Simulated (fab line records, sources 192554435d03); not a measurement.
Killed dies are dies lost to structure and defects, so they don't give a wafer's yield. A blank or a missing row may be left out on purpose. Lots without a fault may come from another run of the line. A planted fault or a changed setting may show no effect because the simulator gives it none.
fab line records | flow n5_finfet
record lots=5 wafers=15 last_day=16
route steps=1938 shown FIN_SAQP@138 FIN_CUT@154
lots that met no fault: from a run of the same line without faults
start_h: hours from the record's first day to the start of the lot's first wafer shown | wait_h: hours since the lot's step before | " the same as in the row above | L1.1+2: a row that stands for several wafers | - no value, or no start given | * or withheld: withheld | < > ~ a bound
route shown NAME@n: a module of which the file shows steps, and the number in the route of the first | usual: mean/standard deviation of fault-free wafers | same: alike in all rows | chamber/n: place in a boat | sites: the reading at each site | _std_site: their standard deviation | _edge_site: outer sites' mean less inner sites' | radius_mm: how far each site lies from the wafer's centre | mask NAME#n: copy n | behind: the tool/chamber that last shaped the wafer | hold: why the lot was held/for how many hours/how that ended | device: the transistor (n, p or np) that didn't switch | end of line: the same wafers' tests at the end of the route | a step without rows: its recipe alone | killed: dies lost to structure and defects at the first sort, not the wafer's yield | map: a wafer's dies, x killed, . not, _ none there
set.NAME: the setting as run; set.NAME@STEP: as run at that earlier step | model.NAME: the simulator's own value behind a step, which no gauge read
lots at some steps of the route; a table a step, a row a wafer
services: from which hour (start_h, from the record's first day; less than 0 if before it) a tool's chamber was out of use, for how many hours, and why
## steps
# step N5_FIN_SAQP_SPACER2_ALD_28
# recipe material=SiO2 target_thk_a=81 temp_c=300 ald_precursor_family=BDEAS ald_co_reactant=O2-plasma pulse_time_s=1 purge_time_s=2 co_reactant_purge_time_s=2 pressure_torr=2
# usual heater_power_w=452/35 precursor_pulse_height_rel=1.004/0.022
# same pulse_time_s=1
# columns lot.wafer tool chamber start_h wait_h heater_power_w precursor_pulse_height_rel
L079.1 ald_sin-02 0 55.03 0.1 450 1.002
L079.3 " 2 " " 492 1.015
L079.5 " 3 " " 425 1.017
L080.1 ald_sin-01 0 60.42 0.1 458 0.974
L080.3 " 2 " " 471 1.005
L080.6 " 2 " " 462 1.011
L084.3 ald_sin-02 0 85.51 0.1 464 1.016
L084.4 " 3 " " 414 0.994
L084.6 " 3 " " 428 0.995
L088.2 ald_sin-02 1 109.77 0.1 488 1.001
L088.3 " 2 " " 509 1.024
L088.6 " 3 " " 424 0.965
L091.2 ald_sin-03 2 129.53 0.1 472 1.000
L091.4 " 1 " " 447 0.992
L091.5 " 1 " " 445 1.008
# step N5_FIN_SAQP_SPACER2_ETCHBACK_29
# recipe chemistry=CHF3/O2 mode=anisotropic_etchback target=SiO2 target_depth_a=122 time_s=6.1 pressure_mtorr=30 source_w=650 bias_w=170 Ar_flow_sccm=200 CHF3_flow_sccm=50 O2_flow_sccm=5 ion_energy_ev=200
# usual drypump_motor_current_A=5.6/0.38 oes_product_au=0.78/0.093 rf_vpp_V=516/11 showerhead_plenum_p_Torr=2.41/0.065 throttle_valve_pct=18.82/0.28
# columns lot.wafer tool chamber start_h wait_h drypump_motor_current_A oes_product_au rf_hours_counter_h rf_vpp_V showerhead_plenum_p_Torr throttle_valve_pct
L079.1 rie_diel-03 0 55.63 0.4 6.3 0.75 135 507 2.43 19.04
L079.3 " 1 " " 5.1 0.70 225 495 2.48 19.09
L079.5 " 1 " " 5.1 0.69 - 494 2.48 19.08
L080.1 rie_diel-04 0 60.75 0.2 6.1 0.76 184 528 2.39 18.84
L080.3 " 3 " " 4.9 0.79 130 510 2.33 18.92
L080.6 " 2 " " 5.5 0.91 - 524 2.35 18.48
L084.3 rie_diel-03 0 85.87 0.2 6.4 0.74 148 509 2.42 19.05
L084.4 " 0 " " 6.4 0.75 - 506 2.42 19.07
L084.6 " 1 " " 5.1 0.69 - 493 2.47 19.11
L088.2 rie_diel-01 1 110.09 0.2 5.7 0.88 34 512 2.47 18.41
L088.3 " 2 " " 5.9 0.68 243 499 2.40 19.08
L088.6 " 3 " " 5.3 0.72 - 518 2.51 18.90
L091.2 rie_diel-03 3 129.86 0.2 5.4 0.70 213 515 2.36 19.19
L091.4 " 3 " " 5.4 0.69 - 516 2.36 19.21
L091.5 " 0 " " 6.4 0.73 - 508 2.42 19.10
# step N5_FIN_SAQP_MANDREL2_REMOVE_60
# recipe chemistry=HBr/Cl2/O2 bt_time_s=10 target=a-Si stop_on=SiNx endpoint=OES-SiCl over_etch_frac=1 icp_w=600 bias_w=22 HBr_flow_sccm=150 Cl2_flow_sccm=80 O2_flow_sccm=5 pressure_mtorr=10
# usual drypump_motor_current_A=5.5/0.39 oes_product_au=1.007/0.019 throttle_valve_pct=36.6/0.32
# columns lot.wafer tool chamber start_h wait_h drypump_motor_current_A oes_product_au rf_hours_counter_h throttle_valve_pct
L079.1 rie_si-05 1 55.72 0.1 5.1 0.998 110 36.3
L079.3 " 3 " " 5.1 1.036 166 36.6
L079.5 " 3 " " 5.1 1.035 - 36.7
L080.1 rie_si-04 1 60.84 0.1 5.0 1.028 34 37.0
L080.3 " 3 " " 5.7 1.018 71 36.8
L080.6 " 3 " " 5.7 1.005 - 36.8
L084.3 rie_si-04 1 85.96 0.1 5.0 1.021 35 37.0
L084.4 " 2 " " 6.4 0.989 51 36.4
L084.6 " 0 " " 5.4 1.032 - 36.9
L088.2 rie_si-02 1 110.18 0.1 5.5 1.031 105 37.0
L088.3 " 0 " " 5.6 0.991 5 36.5
L088.6 " 0 " " 5.6 0.990 - 36.5
L091.2 rie_si-04 3 129.95 0.1 5.7 0.998 72 36.8
L091.4 " 1 " " 5.1 1.017 - 37.0
L091.5 " 2 " " 6.4 0.992 - 36.4
# step N5_FIN_SAQP_CD_MEAS_31
# recipe target_cd_nm=8 landing_energy_ev=1000 detector=se_inlens polarity=line
# usual cd_nm=8.09/0.25
# columns lot.wafer tool chamber start_h wait_h cd_nm
L079.1 cd_sem-03 0 55.83 0.1 7.96
L079.3 " 0 " " 8.05
L079.5 " 0 " " 7.75
L080.1 cd_sem-02 0 60.95 0.1 8.07
L080.3 " 0 " " 7.78
L080.6 " 0 " " 7.67
L084.3 cd_sem-02 0 86.07 0.1 8.16
L084.4 " 0 " " 8.13
L084.6 " 0 " " 7.92
L088.2 cd_sem-01 0 110.29 0.1 8.23
L088.3 " 0 " " 8.33
L088.6 " 0 " " 8.37
L091.2 cd_sem-02 0 130.06 0.1 7.97
L091.4 " 0 " " 8.08
L091.5 " 0 " " 7.79
# step N5_FIN_SAQP_HM_OPEN_33
# recipe chemistry=CH3F/O2 target=SiNx mask_material=SiO2 target_depth_a=494 time_s=70.6 pressure_mtorr=30 source_w=395 bias_w=73 Ar_flow_sccm=150 CH3F_flow_sccm=30 O2_flow_sccm=20 ion_energy_ev=120 ends=cleared
# usual drypump_motor_current_A=5.6/0.36 etch_rf_on_time_s=68.5/1.6 oes_product_au=0.67/0.081 rf_vpp_V=294/5.9 showerhead_plenum_p_Torr=1.99/0.058 throttle_valve_pct=16.27/0.27
# columns lot.wafer tool chamber start_h wait_h drypump_motor_current_A etch_rf_on_time_s oes_product_au rf_hours_counter_h rf_vpp_V showerhead_plenum_p_Torr throttle_valve_pct
L079.1 rie_diel-04 3 56.11 0.3 4.9 69.7 0.68 129 288 1.93 16.34
L079.3 " 2 " " 5.5 67.1 0.77 14 297 1.96 15.92
L079.5 " 0 " " 6.0 69.3 0.64 - 298 1.97 16.25
L080.1 rie_diel-01 0 60.99 0.0 5.7 65.7 0.65 169 301 1.90 16.26
L080.3 " 3 " " 5.3 68.3 0.63 145 295 2.10 16.37
L080.6 " 3 " " 5.3 69.9 0.63 - 294 2.10 16.38
L084.3 rie_diel-04 1 86.16 0.1 5.4 68.0 0.57 250 296 1.96 16.59
L084.4 " 2 " " 5.5 69.6 0.76 22 297 1.95 15.93
L084.6 " 2 " " 5.5 69.1 0.76 - 297 1.95 15.95
L088.2 rie_diel-04 2 110.34 0.0 5.5 65.1 0.74 34 298 1.95 15.95
L088.3 " 0 " " 6.1 66.8 0.63 207 300 1.96 16.29
L088.6 " 2 " " 5.5 66.0 0.75 - 296 1.95 15.98
L091.2 rie_diel-04 2 130.23 0.2 5.5 67.9 0.73 41 298 1.95 15.97
L091.4 " 1 " " 5.4 70.2 0.81 10 297 1.95 16.13
L091.5 " 0 " " 6.1 68.4 0.62 - 300 1.96 16.30
# step N5_FIN_SAQP_ETCH_34
# recipe chemistry=C4F6/O2 target=SiO2 target_depth_a=450 time_s=15 ion_energy_ev=250 pressure_mtorr=30 source_w=345 bias_w=185 Ar_flow_sccm=300 C4F6_flow_sccm=10 O2_flow_sccm=10 ends=cleared
# usual C4F6_flow_sccm=10.00/0.033 drypump_motor_current_A=5.6/0.36 etch_rf_on_time_s=14.8/0.3 oes_product_au=0.67/0.081 rf_vpp_V=657/13 showerhead_plenum_p_Torr=2.83/0.08 throttle_valve_pct=20.97/0.26
# columns lot.wafer tool chamber start_h wait_h C4F6_flow_sccm drypump_motor_current_A etch_rf_on_time_s oes_product_au rf_hours_counter_h rf_vpp_V showerhead_plenum_p_Torr throttle_valve_pct
L079.1 rie_diel-04 3 56.18 0.0 9.93 4.9 15.4 0.68 129 647 2.75 21.06
L079.3 " 2 " " 10.00 5.5 14.7 0.77 14 666 2.78 20.62
L079.5 " 0 " " 10.01 6.0 14.9 0.64 - 669 2.81 20.92
L080.1 rie_diel-01 0 61.06 0.0 10.02 5.8 14.5 0.66 169 673 2.71 20.91
L080.3 " 3 " " 10.03 5.3 14.9 0.63 145 659 2.98 21.14
L080.6 " 3 " " 10.03 5.3 15.1 0.63 - 660 2.99 21.13
L084.3 rie_diel-04 1 86.23 0.0 9.99 5.4 14.9 0.57 250 664 2.78 21.18
L084.4 " 2 " " 9.99 5.5 14.6 0.76 22 666 2.78 20.62
L084.6 " 2 " " 9.97 5.5 14.6 0.77 - 665 2.78 20.64
L088.2 rie_diel-04 2 110.41 0.0 10.04 5.5 14.5 0.74 34 666 2.77 20.67
L088.3 " 0 " " 10.01 6.0 14.8 0.62 207 669 2.80 20.96
L088.6 " 2 " " 10.04 5.5 14.5 0.74 - 665 2.77 20.67
L091.2 rie_diel-04 2 130.30 0.0 10.02 5.5 14.5 0.73 41 666 2.77 20.67
L091.4 " 1 " " 9.99 5.4 14.7 0.81 10 665 2.77 20.82
L091.5 " 0 " " 9.99 6.1 14.7 0.63 - 671 2.80 20.98
# step N5_FIN_SAQP_STRIP_77
# recipe chemistry=N2/H2 time_s=90 power_w=100 temp_c=40 pressure_mtorr=100 rf_frequency_hz=6e+07 bias_power_w=3 n2_flow_sccm=300 h2_flow_sccm=300
# usual drypump_motor_current_A=5.6/0.36 oes_product_au=0.79/0.098 rf_vpp_V=45.3/0.82 showerhead_plenum_p_Torr=3.35/0.081 throttle_valve_pct=12.1/0.35
# columns lot.wafer tool chamber start_h wait_h drypump_motor_current_A oes_product_au rf_hours_counter_h rf_vpp_V showerhead_plenum_p_Torr throttle_valve_pct
L079.1 rie_diel-04 3 56.21 0.0 4.9 0.80 129 46.5 3.28 12.3
L079.3 " 2 " " 5.5 0.92 14 45.8 3.29 11.6
L079.5 " 0 " " 6.1 0.75 - 45.0 3.32 12.1
L080.1 rie_diel-01 0 61.09 0.0 5.7 0.76 169 44.6 3.23 12.1
L080.3 " 3 " " 5.4 0.74 145 45.5 3.50 12.2
L080.6 " 3 " " 5.3 0.73 - 45.5 3.50 12.2
L084.3 rie_diel-04 1 86.26 0.0 5.4 0.67 250 44.0 3.32 12.6
L084.4 " 2 " " 5.5 0.90 22 44.9 3.29 11.6
L084.6 " 2 " " 5.5 0.91 - 45.0 3.29 11.6
L088.2 rie_diel-04 2 110.43 0.0 5.5 0.90 34 44.7 3.28 11.6
L088.3 " 0 " " 6.1 0.75 207 45.9 3.31 12.2
L088.6 " 2 " " 5.5 0.89 - 44.8 3.28 11.6
L091.2 rie_diel-04 2 130.32 0.0 5.5 0.87 41 46.5 3.28 11.7
L091.4 " 1 " " 5.4 0.95 10 45.7 3.32 12.0
L091.5 " 0 " " 6.0 0.72 - 44.0 3.30 12.2
# step N5_FIN_SAQP_HM_CD_35
# recipe target_cd_nm=8 polarity=line
# usual cd_nm=8.03/0.28
# columns lot.wafer tool chamber start_h wait_h cd_nm
L079.1 cd_sem-02 - 56.33 0.1 8.29
L079.3 " - " " 8.14
L079.5 " - " " 7.72
L080.1 cd_sem-02 - 61.22 0.1 7.84
L080.3 " - " " 8.12
L080.6 " - " " 7.71
L084.3 cd_sem-01 - 86.39 0.1 8.26
L084.4 " - " " 7.84
L084.6 " - " " 8.20
L088.2 cd_sem-02 - 110.56 0.1 8.03
L088.3 " - " " 8.60
L088.6 " - " " 7.85
L091.2 cd_sem-02 - 130.45 0.1 7.65
L091.4 " - " " 8.02
L091.5 " - " " 7.76
# step N5_FIN_SAQP_ETCH_64
# recipe chemistry=CF4 target=SiO2 target_depth_a=15 ion_energy_ev=350 pressure_mtorr=10 icp_w=800 bias_w=400 cf4_flow_sccm=80
# usual cf4_flow_sccm=80.04/0.24 drypump_motor_current_A=5.5/0.33 oes_product_au=0.998/0.03 throttle_valve_pct=21.77/0.26
# columns lot.wafer tool chamber start_h wait_h cf4_flow_sccm drypump_motor_current_A oes_product_au rf_hours_counter_h throttle_valve_pct
L079.1 rie_si-02 1 56.38 0.0 79.84 5.5 1.024 104 21.93
L079.3 " 3 " " 80.22 5.5 0.959 63 21.98
L079.5 " 1 " " 79.92 5.5 1.033 - 21.92
L080.1 rie_si-02 0 61.27 0.0 79.65 5.6 0.976 4 21.46
L080.3 " 1 " " 80.00 5.5 1.025 104 21.95
L080.6 " 2 " " 79.88 5.4 0.959 - 21.74
L084.3 rie_si-02 2 86.43 0.0 80.05 5.4 0.954 1 21.74
L084.4 " 3 " " 80.04 5.5 0.950 64 21.99
L084.6 " 0 " " 79.82 5.6 0.973 - 21.46
L088.2 rie_si-04 2 110.60 0.0 80.38 6.4 0.971 52 21.45
L088.3 " 3 " " 79.62 5.7 1.005 72 21.84
L088.6 " 3 " " 80.34 5.7 1.003 - 21.87
L091.2 rie_si-05 3 130.50 0.0 80.24 5.1 1.017 168 21.27
L091.4 " 2 " " 80.07 5.5 1.011 125 21.97
L091.5 " 2 " " 80.17 5.5 1.018 - 22.00
# step N5_FIN_SAQP_FIN_ETCH_36
# recipe chemistry=HBr/Cl2/O2 target_depth_a=1200 mask_material=SiNx time_s=50.4 bias_w=102 pressure_mtorr=10 icp_w=800 HBr_flow_sccm=150 Cl2_flow_sccm=80 O2_flow_sccm=12
# usual drypump_motor_current_A=5.5/0.33 oes_product_au=1.000/0.027 throttle_valve_pct=36.07/0.29
# columns lot.wafer tool chamber start_h wait_h drypump_motor_current_A oes_product_au rf_hours_counter_h throttle_valve_pct
L079.1 rie_si-02 1 56.40 0.0 5.5 1.014 104 36.27
L079.3 " 3 " " 5.4 0.962 63 36.56
L079.5 " 1 " " 5.5 1.031 - 36.27
L080.1 rie_si-02 0 61.29 0.0 5.6 0.982 4 35.86
L080.3 " 1 " " 5.5 1.027 104 36.28
L080.6 " 2 " " 5.4 0.969 - 36.04
L084.3 rie_si-02 2 86.45 0.0 5.4 0.955 1 36.00
L084.4 " 3 " " 5.4 0.959 64 36.58
L084.6 " 0 " " 5.6 0.988 - 35.87
L088.2 rie_si-04 2 110.62 0.0 6.4 0.986 52 35.73
L088.3 " 3 " " 5.7 0.997 72 36.14
L088.6 " 3 " " 5.7 1.005 - 36.14
L091.2 rie_si-05 3 130.52 0.0 5.1 1.014 168 35.96
L091.4 " 2 " " 5.5 1.014 125 35.78
L091.5 " 2 " " 5.6 1.020 - 35.78
# step N5_FIN_SAQP_CD_MEAS_37
# recipe target_cd_nm=8 polarity=line
# usual cd_nm=8.04/0.29
# columns lot.wafer tool chamber start_h wait_h cd_nm
L079.1 cd_sem-02 - 56.52 0.1 8.17
L079.3 " - " " 8.15
L079.5 " - " " 8.14
L080.1 cd_sem-01 - 61.41 0.1 8.28
L080.3 " - " " 8.13
L080.6 " - " " 7.67
L084.3 cd_sem-03 - 86.58 0.1 8.15
L084.4 " - " " 7.91
L084.6 " - " " 8.02
L088.2 cd_sem-01 - 110.75 0.1 8.41
L088.3 " - " " 8.10
L088.6 " - " " 8.15
L091.2 cd_sem-03 - 130.65 0.1 7.48
L091.4 " - " " 7.95
L091.5 " - " " 7.82
# step N5_FIN_SAQP_PRECLEAN_38
# recipe chemistry=O3/DIW time_s=45 temp_c=22 o3_ppm=10
# columns lot.wafer tool chamber start_h wait_h
L079.1+3+5 wet_bench-02 2,4,0 56.56 0.0
L080.1+3+6 wet_bench-02 6,7,3 61.45 0.0
L084.3+4+6 wet_bench-05 0,4,1 86.61 0.0
L088.2+3+6 wet_bench-03 2,0,1 110.84 0.1
L091.2+4+5 wet_bench-03 5,1,6 130.69 0.0
# step N5_FIN_SAQP_PRECLEAN_45
# recipe chemistry=dHF time_s=10 dilution=500:1 temp_c=25
# columns lot.wafer tool chamber start_h wait_h
L079.1+3+5 wet_bench-02 2,4,0 56.58 0.0
L080.1+3+6 wet_bench-02 6,7,3 61.47 0.0
L084.3+4+6 wet_bench-05 0,4,1 86.63 0.0
L088.2+3+6 wet_bench-03 2,0,1 110.85 0.0
L091.2+4+5 wet_bench-03 5,1,6 130.70 0.0
# step N5_FIN_SAQP_SRD_39
# recipe dry=ipa_marangoni time_s=30 temp_c=23 rinse_liquid=diw
# columns lot.wafer tool chamber start_h wait_h
L079.1+3+5 wet_bench-02 2,4,0 56.58 0.0
L080.1+3+6 wet_bench-02 6,7,3 61.47 0.0
L084.3+4+6 wet_bench-05 0,4,1 86.63 0.0
L088.2+3+6 wet_bench-03 2,0,1 110.86 0.0
L091.2+4+5 wet_bench-03 5,1,6 130.70 0.0
# step N5_FIN_SAQP_OCD_MEAS_76
# usual trench_depth_nm=119/3.1
# columns lot.wafer tool chamber start_h wait_h trench_depth_nm
L079.1 ocd-02 - 56.62 0.0 120
L079.3 " - " " 115
L079.5 " - " " 123
L080.1 ocd-01 - 61.51 0.0 116
L080.3 " - " " 121
L080.6 " - " " 114
L084.3 ocd-01 - 86.68 0.0 113
L084.4 " - " " 115
L084.6 " - " " 115
L088.2 ocd-01 - 110.90 0.0 119
L088.3 " - " " 119
L088.6 " - " " 121
L091.2 ocd-01 - 130.75 0.0 122
L091.4 " - " " 121
L091.5 " - " " 123
# step N5_FIN_SAQP_INSPECT_40
# recipe inspect_instrument=brightfield mode=aei
# usual raw_defect_count=248/83
# columns lot.wafer tool chamber start_h wait_h raw_defect_count
L079.1 defect_inspect-02 - 56.65 0.0 218
L079.3 " - " " 195
L079.5 " - " " 198
L080.1 defect_inspect-01 - 61.54 0.0 235
L080.3 " - " " 303
L080.6 " - " " 229
L084.3 defect_inspect-02 - 86.70 0.0 324
L084.4 " - " " 238
L084.6 " - " " 313
L088.2 defect_inspect-01 - 110.93 0.0 225
L088.3 " - " " 295
L088.6 " - " " 222
L091.2 defect_inspect-02 - 130.78 0.0 198
L091.4 " - " " 206
L091.5 " - " " 189
# step N5_FIN_CUT_COAT_18
# recipe resist=SOC temp_c=250 time_s=60 spin_rpm=1500 resist_thk_nm=230
# columns lot.wafer tool chamber start_h wait_h
L079.1+3+5 litho_track-02 0 56.68 0.0
L080.1+3+6 litho_track-03 0 61.58 0.0
L084.3+4+6 litho_track-01 0 86.73 0.0
L088.2+3+6 litho_track-01 0 110.96 0.0
L091.2+4+5 litho_track-02 0 130.81 0.0
# step N5_FIN_CUT_COAT_19
# recipe resist=SiARC temp_c=220 time_s=60 spin_rpm=1500 resist_thk_nm=20
# columns lot.wafer tool chamber start_h wait_h
L079.1+3+5 litho_track-02 0 - -
L080.1+3+6 litho_track-03 0 - -
L084.3+4+6 litho_track-01 0 - -
L088.2+3+6 litho_track-01 0 - -
L091.2+4+5 litho_track-02 0 - -
# step N5_FIN_CUT_COAT_29
# recipe resist=underlayer temp_c=205 time_s=60 spin_rpm=1500 resist_thk_nm=10
# columns lot.wafer tool chamber start_h wait_h
L079.1+3+5 litho_track-02 0 - -
L080.1+3+6 litho_track-03 0 - -
L084.3+4+6 litho_track-01 0 - -
L088.2+3+6 litho_track-01 0 - -
L091.2+4+5 litho_track-02 0 - -
# step N5_FIN_CUT_COAT_02
# recipe resist=CAR-EUV spin_rpm=1500 resist_thk_nm=30
# columns lot.wafer tool chamber start_h wait_h
L079.1+3+5 litho_track-02 0 - -
L080.1+3+6 litho_track-03 0 - -
L084.3+4+6 litho_track-01 0 - -
L088.2+3+6 litho_track-01 0 - -
L091.2+4+5 litho_track-02 0 - -
# step N5_FIN_CUT_EBR_04
# recipe solvent=PGMEA ebr_width_mm=1.5
# columns lot.wafer tool chamber start_h wait_h
L079.1+3+5 litho_track-02 0 - -
L080.1+3+6 litho_track-03 0 - -
L084.3+4+6 litho_track-01 0 - -
L088.2+3+6 litho_track-01 0 - -
L091.2+4+5 litho_track-02 0 - -
# step N5_FIN_CUT_SOFTBAKE_03
# recipe temp_c=110 time_s=60 resist=CAR-EUV
# columns lot.wafer tool chamber start_h wait_h
L079.1+3+5 litho_track-02 0 - -
L080.1+3+6 litho_track-03 0 - -
L084.3+4+6 litho_track-01 0 - -
L088.2+3+6 litho_track-01 0 - -
L091.2+4+5 litho_track-02 0 - -
# step N5_FIN_CUT_EXPOSE_05
# recipe mask_id=FIN_CUT na=0.33 source_shape=annular sigma_inner=0.35 sigma_outer=0.8 polarization=unpolarized dose_mj=45.75
# usual exposure_dose_mJ_cm2=45.73/0.053
# columns lot.wafer tool chamber start_h wait_h mask exposure_dose_mJ_cm2
L079.1 euv_scanner-01 0 56.82 - FIN_CUT#0 45.79
L079.3 " 0 " " FIN_CUT#0 45.76
L079.5 " 0 " " FIN_CUT#0 45.80
L080.1 euv_scanner-01 0 61.71 - FIN_CUT#0 45.75
L080.3 " 0 " " FIN_CUT#0 45.75
L080.6 " 0 " " FIN_CUT#0 45.71
L084.3 euv_scanner-02 0 86.89 - FIN_CUT#0 45.72
L084.4 " 0 " " FIN_CUT#0 45.68
L084.6 " 0 " " FIN_CUT#0 45.67
L088.2 euv_scanner-01 0 111.23 - FIN_CUT#0 45.73
L088.3 " 0 " " FIN_CUT#0 45.71
L088.6 " 0 " " FIN_CUT#0 45.75
L091.2 euv_scanner-01 0 131.09 - FIN_CUT#0 45.71
L091.4 " 0 " " FIN_CUT#0 45.75
L091.5 " 0 " " FIN_CUT#0 45.69
# step N5_FIN_CUT_PEB_06
# recipe peb_temp_c=100 peb_time_s=60 resist=CAR-EUV
# columns lot.wafer tool chamber start_h wait_h
L079.1+3+5 litho_track-01 0 56.89 0.1
L080.1+3+6 litho_track-03 0 61.78 0.1
L084.3+4+6 litho_track-03 0 86.94 0.0
L088.2+3+6 litho_track-03 0 111.29 0.1
L091.2+4+5 litho_track-02 0 131.15 0.1
# step N5_FIN_CUT_DEVELOP_07
# recipe develop_time_s=30 developer=TMAH resist=CAR-EUV rinse_liquid=surfactant_rinse dry=air_spin dev_temp_c=23
# columns lot.wafer tool chamber start_h wait_h
L079.1+3+5 litho_track-01 0 - -
L080.1+3+6 litho_track-03 0 - -
L084.3+4+6 litho_track-03 0 - -
L088.2+3+6 litho_track-03 0 - -
L091.2+4+5 litho_track-02 0 - -
# step N5_FIN_CUT_CD_MEAS_08
# recipe target_cd_nm=29.1 landing_energy_ev=500 detector=se_inlens polarity=opening
# usual cd_nm=29.03/0.29
# columns lot.wafer tool chamber start_h wait_h cd_nm
L079.1 cd_sem-02 0 56.96 - 29.49
L079.3 " 0 " " 28.82
L079.5 " 0 " " 28.94
L080.1 cd_sem-01 0 61.85 - 28.99
L080.3 " 0 " " 29.18
L080.6 " 0 " " 29.26
L084.3 cd_sem-03 0 87.01 - 28.86
L084.4 " 0 " " 28.96
L084.6 " 0 " " 29.15
L088.2 cd_sem-01 0 111.36 - 28.59
L088.3 " 0 " " 29.13
L088.6 " 0 " " 29.18
L091.2 cd_sem-01 0 131.21 - 29.16
L091.4 " 0 " " 29.54
L091.5 " 0 " " 29.25
# step N5_FIN_CUT_OVL_MEAS_09
# recipe points_per_wafer=522
# usual FIN_CUT_OVL=-0.1/0.59
# columns lot.wafer tool chamber start_h wait_h FIN_CUT_OVL[nm]
L079.1 overlay-02 0 56.99 0.0 -0.3
L079.3 " 0 " " -0.1
L079.5 " 0 " " 0.3
L080.1 overlay-02 0 61.88 0.0 -0.6
L080.3 " 0 " " -1.0
L080.6 " 0 " " -1.0
L084.3 overlay-02 0 87.05 0.0 0.0
L084.4 " 0 " " -0.6
L084.6 " 0 " " -0.3
L088.2 overlay-02 0 111.39 0.0 0.3
L088.3 " 0 " " 0.3
L088.6 " 0 " " 0.5
L091.2 overlay-02 0 131.30 0.1 0.8
L091.4 " 0 " " 0.4
L091.5 " 0 " " 0.4
# step N5_FIN_CUT_INSPECT_10
# recipe mode=adi inspect_instrument=brightfield
# usual raw_defect_count=45/15
# columns lot.wafer tool chamber start_h wait_h raw_defect_count
L079.1 defect_inspect-01 - 57.04 0.1 48
L079.3 " - " " 43
L079.5 " - " " 35
L080.1 defect_inspect-02 - 61.94 0.1 33
L080.3 " - " " 59
L080.6 " - " " 36
L084.3 defect_inspect-01 - 87.10 0.0 59
L084.4 " - " " 29
L084.6 " - " " 56
L088.2 defect_inspect-02 - 111.45 0.0 34
L088.3 " - " " 47
L088.6 " - " " 38
L091.2 defect_inspect-01 - 131.36 0.0 47
L091.4 " - " " 36
L091.5 " - " " 38
# step N5_FIN_CUT_DESCUM_13
# recipe chemistry=O2 time_s=7 source_power_w=50 bias_power_w=20 pressure_mtorr=20 rf_frequency_hz=2.712e+07 temp_c=40 resist=CAR-EUV o2_flow_sccm=225
# usual drypump_motor_current_A=5.8/0.38 oes_product_au=0.81/0.079 rf_vpp_V=242.9/1.5 showerhead_plenum_p_Torr=2.08/0.076 throttle_valve_pct=20.4/0.3
# columns lot.wafer tool chamber start_h wait_h drypump_motor_current_A oes_product_au rf_hours_counter_h rf_vpp_V showerhead_plenum_p_Torr throttle_valve_pct
L079.1 rie_diel-06 0 57.08 0.0 6.3 0.97 7 243.9 2.15 20.4
L079.3 " 2 " " 5.6 0.80 114 245.0 2.18 20.0
L079.5 " 0 " " 6.3 0.97 - 244.1 2.15 20.4
L080.1 rie_diel-06 3 61.97 0.0 6.4 0.69 237 242.1 2.08 20.3
L080.3 " 1 " " 5.7 0.74 179 242.1 2.00 20.7
L080.6 " 0 " " 6.3 0.97 - 244.3 2.15 20.4
L084.3 rie_diel-02 3 87.13 0.0 6.2 0.88 49 241.6 2.02 20.0
L084.4 " 2 " " 5.7 0.89 36 246.1 2.20 20.3
L084.6 " 1 " " 6.0 0.71 - 242.5 2.02 20.6
L088.2 rie_diel-02 0 111.48 0.0 5.3 0.77 133 241.8 2.10 20.5
L088.3 " 1 " " 6.0 0.71 177 242.0 2.02 20.5
L088.6 " 1 " " 6.0 0.71 - 240.4 2.02 20.6
L091.2 rie_diel-02 1 131.50 0.1 6.0 0.71 183 240.5 2.01 20.6
L091.4 " 3 " " 6.2 0.87 60 241.7 2.01 20.1
L091.5 " 2 " " 5.7 0.87 - 245.3 2.19 20.3
# step N5_FIN_CUT_ETCH_30
# recipe chemistry=N2/H2 target=underlayer target_depth_a=130 mask_material=CAR-EUV time_s=10.4 ion_energy_ev=200 pressure_mtorr=30 source_w=840 bias_w=150 n2_flow_sccm=200 h2_flow_sccm=200 ends=cleared
# usual drypump_motor_current_A=5.8/0.38 etch_rf_on_time_s=10.2/0.42 oes_product_au=0.70/0.066 rf_vpp_V=523.5/2.9 showerhead_plenum_p_Torr=2.52/0.11 throttle_valve_pct=17.75/0.24
# columns lot.wafer tool chamber start_h wait_h drypump_motor_current_A etch_rf_on_time_s oes_product_au rf_hours_counter_h rf_vpp_V showerhead_plenum_p_Torr throttle_valve_pct
L079.1 rie_diel-06 0 57.11 0.0 6.3 11.0 0.80 7 525.4 2.60 17.74
L079.3 " 2 " " 5.6 10.6 0.65 114 526.1 2.68 17.79
L079.5 " 0 " " 6.3 11.0 0.80 - 525.6 2.60 17.74
L080.1 rie_diel-06 3 62.00 0.0 6.5 10.0 0.62 237 522.9 2.51 17.67
L080.3 " 1 " " 5.8 10.4 0.63 179 520.9 2.42 18.05
L080.6 " 0 " " 6.3 11.1 0.80 - 526.1 2.60 17.76
L084.3 rie_diel-02 3 87.16 0.0 6.2 9.8 0.76 49 523.2 2.46 17.51
L084.4 " 2 " " 5.7 10.5 0.75 36 528.5 2.72 17.97
L084.6 " 1 " " 6.0 9.7 0.64 - 519.7 2.40 17.68
L088.2 rie_diel-02 0 111.51 0.0 5.3 10.2 0.66 133 524.7 2.53 17.66
L088.3 " 1 " " 6.0 9.7 0.64 177 520.8 2.39 17.69
L088.6 " 1 " " 6.0 9.8 0.63 - 521.9 2.39 17.69
L091.2 rie_diel-02 1 131.53 0.0 6.0 9.8 0.62 183 522.1 2.39 17.71
L091.4 " 3 " " 6.2 9.8 0.75 60 522.0 2.46 17.55
L091.5 " 2 " " 5.7 10.5 0.73 - 527.2 2.71 17.99
## services
# columns tool chamber start_h hours kind
euv_scanner-01 - 32.43 1.0 pm
rie_si-05 0 41.29 18.5 repair
ald_sin-01 - 45.06 2.3 repair
ald_sin-03 1 51.05 2.6 repair
ald_sin-02 1 54.86 2.9 repair
ald_sin-03 0 56.32 12.8 repair
euv_scanner-02 - 56.41 4.6 pm
rie_diel-04 1 65.99 7.4 repair
ald_sin-02 - 68.05 1.0 repair
euv_scanner-01 - 69.54 12.0 pm
ald_sin-02 - 69.68 6.1 pm
rie_si-05 1 71.26 4.5 repair
rie_si-05 0 72.61 2.7 repair
rie_diel-04 2 76.84 9.3 repair
rie_diel-06 2 78.18 2.0 repair
euv_scanner-01 - 84.38 1.0 pm
rie_diel-01 3 88.38 7.8 repair
rie_diel-04 3 90.75 21.3 repair
rie_diel-02 3 92.77 4.0 repair
rie_si-05 0 96.58 3.6 repair
wet_bench-05 - 110.16 1.9 pm
rie_diel-06 3 114.49 7.7 repair
euv_scanner-01 - 120.50 1.8 repair
rie_si-04 0 127.15 36.9 repair
## key
fault none
